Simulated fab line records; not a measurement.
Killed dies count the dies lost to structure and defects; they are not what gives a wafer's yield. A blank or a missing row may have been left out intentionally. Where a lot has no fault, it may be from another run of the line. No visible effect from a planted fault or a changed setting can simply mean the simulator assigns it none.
Chamber matching	flow n5Finfet	N5_ILD0_CMP_12 on cmp-04 has 4 sister chambers
The step polishes SiNx, stops on poly-Si, t overpolish 6 s, target thk 17.67 nm. 16 wafers are shown with their chamber, then 8 later ones without.

== EACH WAFER AND ITS CHAMBER ==
wafer	chamber	motorCurrentA (A)	overpolishRunS (s)	timeToEndpointS (s)
L078.1	2	10.1	5.993	28.7
L078.3	3	8.7	6.011	28.1
L078.5	3	8.6	6.008	28.7
L079.3	3	8.3	6.003	27.7
L079.4	0	7.3	5.990	27.3
L079.6	2	11.0	6.011	29.0
L083.2	1	10.0	5.988	24.1
L083.5	3	8.7	6.005	27.8
L083.6	0	7.5	5.992	26.7
L085.2	2	11.0	6.010	28.2
L085.4	1	9.6	5.988	28.3
L085.5	1	9.5	5.997	27.4
L089.1	3	8.6	6.001	26.4
L089.2	2	11.1	6.004	25.7
L089.6	2	11.5	6.007	27.1
L091.2	3	8.5	5.994	27.9

SIGNATURES, as means of the wafers listed above
reading	chamber 0	chamber 1	chamber 2	chamber 3	scatter within a chamber
motorCurrentA	7.400	9.700	10.940	8.567	0.332
overpolishRunS	5.99100	5.99100	6.00500	6.00367	0.00606
timeToEndpointS	27.000	26.600	27.740	27.767	1.3
Rule: a wafer lies at a distance from a chamber equal to the root of the sum of squares, over the readings, of (its reading less the chamber's mean, divided by the reading's scatter). If the next closest chamber is less than 2 further off than the closest, the wafer can't be placed; otherwise it belongs to the closest. The scatter is the square root of a quotient: the sum, over the shown wafers, of each reading's squared deviation from its chamber's mean, divided by wafers minus chambers.

== WAFERS WITH NO CHAMBER GIVEN ==
wafer	motorCurrentA (A)	overpolishRunS (s)	timeToEndpointS (s)
L091.4	10.9	5.999	27.7
L091.5	10.6	5.996	28.0
L092.2	10.5	6.007	28.0
L092.4	8.2	6.003	29.1
L092.5	7.2	5.993	28.6
L093.1	7.4	5.996	23.3
L093.4	10.8	6.007	23.9
L093.6	8.4	6.011	26.6

== WHICH CHAMBER EACH WENT THROUGH ==
wafer	from the rows above	in truth
L091.4	2	2
L091.5	can't be placed: 2 or 1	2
L092.2	2	2
L092.4	can't be placed: 3 or 0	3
L092.5	0	0
L093.1	0	0
L093.4	can't be placed: 2 or 1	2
L093.6	3	3
Placed correctly: 5 of 8. Cannot be placed on the basis of these rows: 3; the candidates contain the true chamber in 3. Number placed wrongly: 0.
